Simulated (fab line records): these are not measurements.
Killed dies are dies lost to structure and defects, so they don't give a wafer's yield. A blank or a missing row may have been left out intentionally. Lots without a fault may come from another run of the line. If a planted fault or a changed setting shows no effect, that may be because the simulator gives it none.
fab line records    flow nand-harc
[record] lots = 24  wafers = 72  last-day = 34
route steps=1302 shown A_M0@1158 A_M1@1190
lots that met no fault: taken from a fault-free run of the same line
start-h: hours from the record's first day to the start of the lot's first wafer shown    wait-h: hours since the lot's step before    " same as the row above    L1.1+2: a single row standing in for several wafers    - no value, or no start was given    * or withheld: withheld    < > ~ a bound
route shown NAME@n: names a module that has steps shown in the file, with the first one's number in the route    usual: mean/standard deviation taken from wafers without a fault    same: alike in all rows    chamber/n: place in a boat    sites: each site's reading    _std_site: their standard deviation    _edge_site: the outer-site mean with the inner-site mean subtracted    radius-mm: for every site, how far away it sits from the centre of the wafer    mask NAME#n: copy n    behind: the last tool/chamber to shape the wafer    hold: what put the lot on hold/how long, in hours/how the hold closed    device: the n, p or np transistor that did not switch    end of line: tests of these same wafers at the route's end    for a step that has no rows: nothing shown but its recipe    killed: the dies lost at the first sort to structure and to defects; this is not the yield of the wafer    map: a wafer's dies, x killed, . not, _ none there
set.NAME: setting as actually run; set.NAME@STEP: the setting as run at that earlier step    model.NAME: the simulator's own value behind a step, which no gauge read
a sample of lots followed through the steps of the route, with each step as a table and each wafer as a row
services: when a tool's chamber went out of use (start-h, in hours from the record's first day, below 0 if earlier), for how many hours, and the reason
[[steps]]
[step NHARC_A_M0_PVD_20]
[recipe] target-thk-a = 50  bias-v = 168.6  power-w = 15000  chamber-pressure-pa = 0.12  time-s = 8.06  substrate-temp-c = 50  material = TaN
[usual] throttle-valve-pct = 29.8/0.85
lot.wafer  tool            chamber  start-h  wait-h  throttle-valve-pct
L074.2     pvd-sputter-02  -        -        -       31.0
L074.1     "               -        "        "       29.2
L074.4     "               -        "        "       28.5
L075.1     pvd-sputter-02  -        -        -       30.9
L075.2     "               -        "        "       29.3
L075.5     "               -        "        "       29.2
L076.4     pvd-sputter-01  -        -        -       30.1
L076.2     "               -        "        "       29.5
L076.1     "               -        "        "       28.3
L077.2     pvd-sputter-01  -        -        -       30.7
L077.4     "               -        "        "       29.3
L077.1     "               -        "        "       28.1
L078.2     pvd-sputter-02  -        -        -       29.1
L078.4     "               -        "        "       28.4
L078.5     "               -        "        "       30.8
L079.4     pvd-sputter-02  -        -        -       31.2
L079.1     "               -        "        "       30.5
L079.2     "               -        "        "       29.0
L080.3     pvd-sputter-03  -        -        -       29.7
L080.2     "               -        "        "       29.8
L080.5     "               -        "        "       29.5
L081.4     pvd-sputter-02  -        -        -       30.9
L081.5     "               -        "        "       30.7
L081.6     "               -        "        "       29.0
L083.3     pvd-sputter-02  -        -        -       29.1
L083.2     "               -        "        "       30.7
L083.5     "               -        "        "       29.0
L082.4     pvd-sputter-01  -        -        -       30.0
L082.6     "               -        "        "       30.3
L082.5     "               -        "        "       30.4
L084.2     pvd-sputter-01  -        -        -       30.5
L084.1     "               -        "        "       29.0
L084.6     "               -        "        "       30.5
L085.2     pvd-sputter-01  -        -        -       30.5
L085.3     "               -        "        "       30.0
L085.6     "               -        "        "       30.2
L087.4     pvd-sputter-02  -        -        -       30.8
L087.6     "               -        "        "       29.6
L087.5     "               -        "        "       28.6
L088.4     pvd-sputter-03  -        -        -       29.1
L088.2     "               -        "        "       30.3
L088.5     "               -        "        "       30.0
L086.4     pvd-sputter-02  -        -        -       29.9
L086.1     "               -        "        "       28.5
L086.3     "               -        "        "       30.8
L089.1     pvd-sputter-02  -        -        -       30.1
L089.4     "               -        "        "       29.4
L089.2     "               -        "        "       30.6
L091.2     pvd-sputter-03  -        -        -       29.9
L091.3     "               -        "        "       28.8
L091.6     "               -        "        "       30.4
L090.4     pvd-sputter-02  -        -        -       28.5
L090.3     "               -        "        "       31.0
L090.1     "               -        "        "       30.0
L092.3     pvd-sputter-03  -        -        -       30.7
L092.2     "               -        "        "       30.1
L092.5     "               -        "        "       29.9
L093.2     pvd-sputter-03  -        -        -       29.9
L093.3     "               -        "        "       29.9
L093.6     "               -        "        "       28.8
L094.3     pvd-sputter-01  -        -        -       28.7
L094.4     "               -        "        "       30.7
L094.1     "               -        "        "       29.9
L095.4     pvd-sputter-01  -        -        -       29.0
L095.2     "               -        "        "       30.1
L095.5     "               -        "        "       28.8
L096.2     pvd-sputter-01  -        -        -       30.3
L096.4     "               -        "        "       29.9
L096.6     "               -        "        "       30.4
L097.1     pvd-sputter-02  -        -        -       30.8
L097.3     "               -        "        "       30.2
L097.5     "               -        "        "       30.3
[step NHARC_A_M0_THK_MEAS_24]
[recipe] thk-meas-gauge = xrf
[usual] thk-nm = 113.5/1.6
lot.wafer  tool           chamber  start-h  wait-h  thk-nm
L074.1     film-metro-02  -        528.22   -       113.9
L074.2     "              -        "        "       114.3
L074.4     "              -        "        "       114.7
L075.1     film-metro-01  -        534.18   -       112.6
L075.2     "              -        "        "       112.3
L075.5     "              -        "        "       114.4
L076.1     film-metro-02  -        535.26   -       113.0
L076.2     "              -        "        "       113.3
L076.4     "              -        "        "       113.8
L077.1     film-metro-01  -        548.32   -       116.8
L077.2     "              -        "        "       114.1
L077.4     "              -        "        "       116.4
L078.2     film-metro-02  -        558.65   -       112.8
L078.4     "              -        "        "       111.3
L078.5     "              -        "        "       113.5
L079.1     film-metro-01  -        565.42   -       115.7
L079.2     "              -        "        "       112.9
L079.4     "              -        "        "       111.4
L080.2     film-metro-02  -        582.26   -       112.4
L080.3     "              -        "        "       114.9
L080.5     "              -        "        "       113.5
L081.4     film-metro-01  -        599.60   -       110.9
L081.5     "              -        "        "       112.4
L081.6     "              -        "        "       112.4
L083.2     film-metro-01  -        612.20   -       115.5
L083.3     "              -        "        "       114.4
L083.5     "              -        "        "       113.9
L082.4     film-metro-02  -        613.81   -       109.8
L082.5     "              -        "        "       114.2
L082.6     "              -        "        "       114.4
L084.1     film-metro-01  -        637.99   -       111.8
L084.2     "              -        "        "       110.3
L084.6     "              -        "        "       113.5
L085.2     film-metro-02  -        639.97   -       114.5
L085.3     "              -        "        "       115.0
L085.6     "              -        "        "       113.0
L087.4     film-metro-02  -        652.14   -       111.5
L087.5     "              -        "        "       112.0
L087.6     "              -        "        "       112.0
L088.2     film-metro-02  -        654.68   -       113.5
L088.4     "              -        "        "       113.3
L088.5     "              -        "        "       115.1
L086.1     film-metro-02  -        655.30   -       114.5
L086.3     "              -        "        "       112.9
L086.4     "              -        "        "       116.0
L089.1     film-metro-02  -        656.68   -       113.6
L089.2     "              -        "        "       110.5
L089.4     "              -        "        "       112.9
L091.2     film-metro-02  -        681.02   -       114.9
L091.3     "              -        "        "       115.2
L091.6     "              -        "        "       115.0
L090.1     film-metro-01  -        682.98   -       114.5
L090.3     "              -        "        "       111.7
L090.4     "              -        "        "       113.4
L092.2     film-metro-01  -        701.80   -       112.9
L092.3     "              -        "        "       112.6
L092.5     "              -        "        "       111.5
L093.2     film-metro-01  -        706.47   -       110.7
L093.3     "              -        "        "       113.5
L093.6     "              -        "        "       112.0
L094.1     film-metro-02  -        710.92   -       113.5
L094.3     "              -        "        "       114.7
L094.4     "              -        "        "       112.2
L095.2     film-metro-02  -        728.67   -       112.9
L095.4     "              -        "        "       115.0
L095.5     "              -        "        "       116.9
L096.2     film-metro-01  -        729.35   -       113.1
L096.4     "              -        "        "       114.6
L096.6     "              -        "        "       114.7
L097.1     film-metro-02  -        771.33   -       116.8
L097.3     "              -        "        "       116.0
L097.5     "              -        "        "       116.5
[step NHARC_A_M0_PRE_CLEAN_31]
[recipe] time-s = 12  temp-c = 370  rf-power-w = 300  gas = NH3
[usual] heater-power-w = 611/67
lot.wafer  tool      chamber  start-h  wait-h  heater-power-w
L074.2     pecvd-02  1        528.45   0.1     530
L074.1     "         2        "        "       692
L074.4     "         1        "        "       540
L075.1     pecvd-03  0        534.41   0.1     603
L075.2     "         1        "        "       711
L075.5     "         1        "        "       684
L076.1     pecvd-04  0        535.48   0.1     595
L076.2     "         2        "        "       596
L076.4     "         0        "        "       597
L077.2     pecvd-04  0        548.54   0.1     560
L077.1     "         1        "        "       571
L077.4     "         0        "        "       553
L078.2     pecvd-04  0        558.89   0.1     603
L078.4     "         1        "        "       637
L078.5     "         0        "        "       577
L079.2     pecvd-02  2        565.85   0.3     638
L079.1     "         1        "        "       514
L079.4     "         0        "        "       756
L080.2     pecvd-03  2        582.48   0.1     627
L080.3     "         0        "        "       618
L080.5     "         1        "        "       706
L081.6     pecvd-04  2        599.86   0.1     620
L081.4     "         0        "        "       651
L081.5     "         1        "        "       581
L083.2     pecvd-04  0        612.43   0.1     580
L083.3     "         2        "        "       557
L083.5     "         1        "        "       591
L082.6     pecvd-03  1        614.07   0.1     690
L082.5     "         2        "        "       667
L082.4     "         0        "        "       509
L084.2     pecvd-02  2        638.21   0.1     632
L084.1     "         1        "        "       503
L084.6     "         2        "        "       635
L085.3     pecvd-02  0        640.19   0.1     678
L085.2     "         1        "        "       470
L085.6     "         0        "        "       669
L087.5     pecvd-04  2        652.40   0.1     585
L087.6     "         0        "        "       594
L087.4     "         1        "        "       611
L088.2     pecvd-02  0        654.93   0.1     730
L088.5     "         1        "        "       483
L088.4     "         0        "        "       701
L086.3     pecvd-02  1        655.52   0.1     460
L086.1     "         2        "        "       666
L086.4     "         2        "        "       682
L089.1     pecvd-04  1        656.91   0.1     605
L089.2     "         2        "        "       651
L089.4     "         2        "        "       651
L091.2     pecvd-04  2        681.75   0.6     592
L091.3     "         0        "        "       574
L091.6     "         1        "        "       622
L090.3     pecvd-04  2        683.20   0.1     546
L090.1     "         1        "        "       575
L090.4     "         1        "        "       565
L092.2     pecvd-04  2        702.02   0.1     542
L092.3     "         0        "        "       571
L092.5     "         2        "        "       557
L093.2     pecvd-04  1        706.70   0.1     583
L093.3     "         0        "        "       541
L093.6     "         1        "        "       602
L094.1     pecvd-02  1        711.15   0.1     536
L094.3     "         2        "        "       638
L094.4     "         0        "        "       764
L095.2     pecvd-04  0        728.92   0.1     554
L095.5     "         1        "        "       609
L095.4     "         0        "        "       547
L096.2     pecvd-04  2        729.65   0.1     636
L096.4     "         1        "        "       552
L096.6     "         2        "        "       626
L097.3     pecvd-03  0        771.56   0.1     586
L097.1     "         1        "        "       682
L097.5     "         0        "        "       598
[step NHARC_A_M1_PRE_CLEAN_30]
[recipe] time-s = 30  temp-c = 280  gas = H2/He
[usual] heater-power-w = 405/21
lot.wafer  tool            chamber  start-h  wait-h  heater-power-w
L074.1     pvd-sputter-02  -        -        -       395
L074.2     "               -        "        "       408
L074.4     "               -        "        "       389
L075.2     pvd-sputter-02  -        -        -       379
L075.1     "               -        "        "       404
L075.5     "               -        "        "       381
L076.1     pvd-sputter-02  -        -        -       387
L076.4     "               -        "        "       408
L076.2     "               -        "        "       400
L077.1     pvd-sputter-02  -        -        -       407
L077.4     "               -        "        "       379
L077.2     "               -        "        "       412
L078.2     pvd-sputter-01  -        -        -       421
L078.4     "               -        "        "       407
L078.5     "               -        "        "       419
L079.4     pvd-sputter-03  -        -        -       452
L079.1     "               -        "        "       380
L079.2     "               -        "        "       401
L080.2     pvd-sputter-03  -        -        -       444
L080.3     "               -        "        "       390
L080.5     "               -        "        "       437
L081.4     pvd-sputter-01  -        -        -       425
L081.5     "               -        "        "       424
L081.6     "               -        "        "       402
L083.2     pvd-sputter-01  -        -        -       406
L083.3     "               -        "        "       371
L083.5     "               -        "        "       384
L082.4     pvd-sputter-03  -        -        -       402
L082.5     "               -        "        "       412
L082.6     "               -        "        "       436
L084.2     pvd-sputter-01  -        -        -       423
L084.1     "               -        "        "       430
L084.6     "               -        "        "       375
L085.2     pvd-sputter-03  -        -        -       435
L085.3     "               -        "        "       403
L085.6     "               -        "        "       441
L087.4     pvd-sputter-03  -        -        -       455
L087.6     "               -        "        "       424
L087.5     "               -        "        "       381
L088.4     pvd-sputter-01  -        -        -       419
L088.2     "               -        "        "       416
L088.5     "               -        "        "       430
L086.1     pvd-sputter-03  -        -        -       412
L086.4     "               -        "        "       460
L086.3     "               -        "        "       374
L089.2     pvd-sputter-02  -        -        -       389
L089.4     "               -        "        "       384
L089.1     "               -        "        "       403
L091.2     pvd-sputter-01  -        -        -       411
L091.3     "               -        "        "       380
L091.6     "               -        "        "       409
L090.4     pvd-sputter-01  -        -        -       389
L090.1     "               -        "        "       425
L090.3     "               -        "        "       417
L092.2     pvd-sputter-01  -        -        -       423
L092.3     "               -        "        "       420
L092.5     "               -        "        "       378
L093.2     pvd-sputter-02  -        -        -       414
L093.3     "               -        "        "       392
L093.6     "               -        "        "       397
L094.4     pvd-sputter-02  -        -        -       387
L094.1     "               -        "        "       378
L094.3     "               -        "        "       411
L095.2     pvd-sputter-01  -        -        -       375
L095.4     "               -        "        "       431
L095.5     "               -        "        "       417
L096.4     pvd-sputter-02  -        -        -       393
L096.2     "               -        "        "       400
L096.6     "               -        "        "       386
L097.3     pvd-sputter-02  -        -        -       378
L097.1     "               -        "        "       401
L097.5     "               -        "        "       387
[step NHARC_A_M1_PVD_20]
[recipe] target-thk-a = 50  bias-v = 168.6  power-w = 15000  chamber-pressure-pa = 0.12  time-s = 8.06  substrate-temp-c = 50  material = TaN
[usual] throttle-valve-pct = 29.8/0.8
lot.wafer  tool            chamber  start-h  wait-h  throttle-valve-pct
L074.1     pvd-sputter-02  -        -        -       31.1
L074.4     "               -        "        "       29.0
L074.2     "               -        "        "       28.8
L075.1     pvd-sputter-02  -        -        -       30.7
L075.2     "               -        "        "       29.0
L075.5     "               -        "        "       30.6
L076.2     pvd-sputter-02  -        -        -       31.0
L076.1     "               -        "        "       29.0
L076.4     "               -        "        "       28.7
L077.2     pvd-sputter-02  -        -        -       28.5
L077.4     "               -        "        "       31.4
L077.1     "               -        "        "       29.0
L078.2     pvd-sputter-01  -        -        -       30.9
L078.4     "               -        "        "       29.4
L078.5     "               -        "        "       31.0
L079.2     pvd-sputter-03  -        -        -       29.9
L079.4     "               -        "        "       30.1
L079.1     "               -        "        "       30.2
L080.2     pvd-sputter-03  -        -        -       30.5
L080.3     "               -        "        "       29.5
L080.5     "               -        "        "       30.4
L081.4     pvd-sputter-01  -        -        -       28.7
L081.6     "               -        "        "       30.1
L081.5     "               -        "        "       28.6
L083.3     pvd-sputter-01  -        -        -       30.4
L083.2     "               -        "        "       28.9
L083.5     "               -        "        "       29.9
L082.4     pvd-sputter-03  -        -        -       29.0
L082.5     "               -        "        "       29.9
L082.6     "               -        "        "       28.8
L084.1     pvd-sputter-01  -        -        -       30.4
L084.2     "               -        "        "       30.2
L084.6     "               -        "        "       28.7
L085.2     pvd-sputter-03  -        -        -       28.7
L085.3     "               -        "        "       29.7
L085.6     "               -        "        "       30.4
L087.4     pvd-sputter-03  -        -        -       30.0
L087.5     "               -        "        "       28.8
L087.6     "               -        "        "       30.4
L088.2     pvd-sputter-01  -        -        -       29.8
L088.4     "               -        "        "       29.1
L088.5     "               -        "        "       30.1
L086.3     pvd-sputter-03  -        -        -       30.5
L086.4     "               -        "        "       29.8
L086.1     "               -        "        "       28.9
L089.4     pvd-sputter-02  -        -        -       30.5
L089.2     "               -        "        "       29.4
L089.1     "               -        "        "       29.1
L091.3     pvd-sputter-01  -        -        -       28.9
L091.2     "               -        "        "       30.2
L091.6     "               -        "        "       30.2
L090.4     pvd-sputter-01  -        -        -       30.2
L090.3     "               -        "        "       28.7
L090.1     "               -        "        "       30.3
L092.2     pvd-sputter-01  -        -        -       28.7
L092.3     "               -        "        "       30.0
L092.5     "               -        "        "       28.5
L093.3     pvd-sputter-02  -        -        -       29.0
L093.2     "               -        "        "       30.9
L093.6     "               -        "        "       31.0
L094.4     pvd-sputter-02  -        -        -       29.2
L094.1     "               -        "        "       30.7
L094.3     "               -        "        "       30.2
L095.4     pvd-sputter-01  -        -        -       28.9
L095.2     "               -        "        "       30.4
L095.5     "               -        "        "       28.9
L096.2     pvd-sputter-02  -        -        -       30.9
L096.4     "               -        "        "       29.5
L096.6     "               -        "        "       30.7
L097.3     pvd-sputter-02  -        -        -       30.1
L097.1     "               -        "        "       29.5
L097.5     "               -        "        "       29.2
[step NHARC_A_M1_INSPECT_27]
[usual] raw-defect-count = 540/130
lot.wafer  tool               chamber  start-h  wait-h  raw-defect-count
L074.1     defect-inspect-02  -        532.43   0.0     546
L074.2     "                  -        "        "       767
L074.4     "                  -        "        "       373
L075.1     defect-inspect-01  -        538.50   0.0     729
L075.2     "                  -        "        "       802
L075.5     "                  -        "        "       602
L076.1     defect-inspect-01  -        539.59   0.0     486
L076.2     "                  -        "        "       564
L076.4     "                  -        "        "       548
L077.1     defect-inspect-01  -        552.65   0.0     516
L077.2     "                  -        "        "       598
L077.4     "                  -        "        "       853
L078.2     defect-inspect-01  -        563.03   0.0     460
L078.4     "                  -        "        "       517
L078.5     "                  -        "        "       357
L079.1     defect-inspect-01  -        569.96   0.0     559
L079.2     "                  -        "        "       802
L079.4     "                  -        "        "       471
L080.2     defect-inspect-01  -        586.57   0.0     528
L080.3     "                  -        "        "       481
L080.5     "                  -        "        "       504
L081.4     defect-inspect-01  -        603.92   0.0     485
L081.5     "                  -        "        "       500
L081.6     "                  -        "        "       427
L083.2     defect-inspect-01  -        616.88   0.0     733
L083.3     "                  -        "        "       544
L083.5     "                  -        "        "       849
L082.4     defect-inspect-02  -        618.12   0.0     620
L082.5     "                  -        "        "       556
L082.6     "                  -        "        "       587
L084.1     defect-inspect-01  -        642.81   0.0     498
L084.2     "                  -        "        "       620
L084.6     "                  -        "        "       461
L085.2     defect-inspect-01  -        644.14   0.0     525
L085.3     "                  -        "        "       565
L085.6     "                  -        "        "       619
L087.4     defect-inspect-02  -        656.49   0.0     468
L087.5     "                  -        "        "       429
L087.6     "                  -        "        "       552
L088.2     defect-inspect-01  -        659.01   0.0     527
L088.4     "                  -        "        "       580
L088.5     "                  -        "        "       464
L086.1     defect-inspect-02  -        659.58   0.0     453
L086.3     "                  -        "        "       466
L086.4     "                  -        "        "       590
L089.1     defect-inspect-01  -        660.84   0.0     367
L089.2     "                  -        "        "       387
L089.4     "                  -        "        "       442
L091.2     defect-inspect-02  -        685.86   0.0     358
L091.3     "                  -        "        "       423
L091.6     "                  -        "        "       431
L090.1     defect-inspect-02  -        687.29   0.0     973
L090.3     "                  -        "        "       766
L090.4     "                  -        "        "       658
L092.2     defect-inspect-02  -        706.15   0.0     573
L092.3     "                  -        "        "       493
L092.5     "                  -        "        "       657
L093.2     defect-inspect-02  -        710.77   0.0     516
L093.3     "                  -        "        "       438
L093.6     "                  -        "        "       510
L094.1     defect-inspect-01  -        715.24   0.0     487
L094.3     "                  -        "        "       487
L094.4     "                  -        "        "       531
L095.2     defect-inspect-02  -        733.07   0.0     444
L095.4     "                  -        "        "       356
L095.5     "                  -        "        "       397
L096.2     defect-inspect-02  -        733.78   0.0     631
L096.4     "                  -        "        "       863
L096.6     "                  -        "        "       562
L097.1     defect-inspect-02  -        775.64   0.0     475
L097.3     "                  -        "        "       467
L097.5     "                  -        "        "       479
[[services]]
tool            chamber  start-h  hours  kind
pecvd-04        2        519.92   5.1    repair
pecvd-03        -        547.39   13.0   pm
pvd-sputter-03  -        557.75   10.0   pm
pecvd-03        1        561.33   11.7   repair
pvd-sputter-01  -        582.02   10.0   pm
pecvd-02        -        589.45   13.0   pm
pecvd-02        0        589.45   13.0   vent-cycle
pecvd-02        1        589.45   13.0   vent-cycle
pecvd-02        2        589.45   13.0   vent-cycle
pvd-sputter-03  -        613.65   1.3    repair
pecvd-04        -        631.00   13.0   pm
pecvd-04        0        631.00   13.0   vent-cycle
pecvd-04        1        631.00   13.0   vent-cycle
pecvd-04        2        631.00   13.0   vent-cycle
pvd-sputter-02  -        638.01   10.0   pm
pecvd-04        0        644.00   -      clean
pecvd-04        1        644.00   -      clean
pecvd-04        2        644.00   -      clean
pvd-sputter-03  -        725.83   41.1   repair
pecvd-02        2        727.08   1.8    repair
pecvd-03        -        728.39   13.0   pm
pvd-sputter-01  -        760.02   10.0   pm
pvd-sputter-03  -        766.97   10.0   pm
pecvd-02        -        770.58   13.0   pm
[[key]]
fault none
